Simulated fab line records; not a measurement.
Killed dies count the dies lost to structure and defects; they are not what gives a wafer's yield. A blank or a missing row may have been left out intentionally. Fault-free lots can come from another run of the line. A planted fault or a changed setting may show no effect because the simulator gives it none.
What tool caused it? -- flow n5 finfet -- Sampling: 12 lots, 36 wafers, 3 of 1938 route steps

== WHAT THE GAUGES SHOWED, per wafer ==
N5_HKMG_FIN_THK_MEAS_70: measures by xrf.
lot,measured,on,HK_THK (nm)
L075,day 4 09:48,film metro-02,1.598 1.578 1.598
L077,day 5 05:59,film metro-02,1.585 1.570 1.609
L079,day 5 14:20,film metro-01,1.579 1.615 1.568
L081,day 6 00:53,film metro-02,1.585 1.611 1.577
L083,day 6 11:03,film metro-01,1.581 1.566 1.567
L085,day 6 23:21,film metro-02,1.622 1.611 1.567
L087,day 7 11:32,film metro-01,1.568 1.607 1.577
L089,day 7 22:56,film metro-02,1.617 1.595 1.601
L091,day 8 10:39,film metro-02,1.571 1.631 1.599
L093,day 8 22:40,film metro-01,1.581 1.566 1.576
L095,day 9 09:25,film metro-02,1.603 1.631 1.571
L097,day 9 22:25,film metro-02,1.584 1.561 1.608

== TOOL THAT RAN EACH LOT (tool first, then ch and the chambers of the sampled wafers, then the start) ==
lot,N5_ILD0_CMP_07,N5_DUMMY_REMOVAL_HM_STRIP_01
L075,"cmp-04 ch 1,2, day 3 21:56","rie diel-06 ch 0,2, day 4 05:48"
L077,"cmp-03 ch 0,2,3, day 4 17:11","rie diel-05 ch 0,1, day 5 01:47"
L079,"cmp-03 ch 1,2,3, day 5 02:04","rie diel-05 ch 1,2,3, day 5 10:16"
L081,"cmp-04 ch 0,2,3, day 5 12:02","rie diel-05 ch 1,2,3, day 5 20:51"
L083,"cmp-03 ch 2,3, day 5 22:53","rie diel-05 ch 1,2,3, day 6 07:02"
L085,"cmp-03 ch 1,2, day 6 10:35","rie diel-06 ch 0,1, day 6 19:16"
L087,"cmp-01 ch 0,2,3, day 6 21:02","rie diel-01 ch 0,1,3, day 7 06:48"
L089,"cmp-03 ch 1,2,3, day 7 08:43","rie diel-01 ch 0,2, day 7 18:03"
L091,"cmp-01 ch 1,2, day 7 21:14","rie diel-05 ch 0,3, day 8 05:27"
L093,"cmp-04 ch 0,2, day 8 09:57","rie diel-01 ch 1,2, day 8 18:39"
L095,"cmp-01 ch 0,1, day 8 21:19","rie diel-01 ch 0,1,2, day 9 05:20"
L097,"cmp-01 ch 1,2,3, day 9 10:04","rie diel-05 ch 0,1, day 9 18:07"
- N5_ILD0_CMP_07: polishes SiO2 flowable, stops on poly-Si, t overpolish 1.18 s, target thk 138.88 nm.
- N5_DUMMY_REMOVAL_HM_STRIP_01: strips SiNx in CH3F/O2, stops on poly-Si, target depth 4 nm, time 6.8 s.

== THE ANSWER, worked out from the rows above alone ==
Rule: usual is defined by the lots themselves. Put in order of their means at a reading, lots are off if they are a third of the lots or fewer, leave a main group of 4 or more, and stand apart from it by a gap of 3 or more times the standard deviation of the main group's means; of several such gaps the widest counts. A main group is skipped when, at the precision printed for the reading in the tables above, its means are all equal. A lot without any number at a reading at which 4 lots or more have one is off too. Where the step has rows for the other lots, those lots are counted as sound.
None of the lots is off at any reading shown; this tells nothing.

== WHAT THE SIMULATOR PUT IN ==
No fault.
